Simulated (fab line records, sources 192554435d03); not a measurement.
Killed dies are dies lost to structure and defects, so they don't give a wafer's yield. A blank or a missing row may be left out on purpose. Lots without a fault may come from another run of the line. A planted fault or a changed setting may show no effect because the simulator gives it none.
Chamber matching | flow n5_finfet | N5_BEOL_M12_TRENCH_ETCH_34 on rie_diel-03: 4 sister chambers
The step etches SiOC in C4F8/O2/Ar, target depth 318.95 nm, time 125.5 s. 4 wafers are shown with their chamber, then 7 later ones without.

WAFERS WITH THEIR CHAMBER
wafer  | chamber | drypump_motor_current_A (A)
L080.2 | 2       | 5.9
L080.3 | 0       | 4.7
L080.4 | 1       | 6.4
L081.5 | 3       | 5.1

WAFERS WITHOUT THEIR CHAMBER
wafer  | drypump_motor_current_A (A)
L081.6 | 5.9
L093.1 | 5.0
L093.5 | 5.9
L093.6 | 5.1
L097.1 | 4.7
L097.4 | 6.4
L097.5 | 4.7

WHICH CHAMBER EACH WENT THROUGH
wafer  | from the rows above | in truth
L081.6 | 2                   | 2
L093.1 | 3                   | 3
L093.5 | 2                   | 2
L093.6 | 3                   | 3
L097.1 | 0                   | 0
L097.4 | 1                   | 1
L097.5 | 0                   | 0
Placed correctly: 7 of 7. Can't be placed from these rows: 0. Placed wrongly: 0.
How it was worked out, from the rows above alone: a wafer's distance from a chamber is the root of the sum, over the readings, of the square of ((its reading less the chamber's mean) divided by the reading's scatter). The wafer belongs to the nearest chamber; if the next one is less than 2 further off, it can't be placed. A chamber's mean is the mean of its shown wafers. The scatter: with one shown wafer a chamber, the root of the mean of the squares of how far each hidden wafer lies from its nearest shown one.
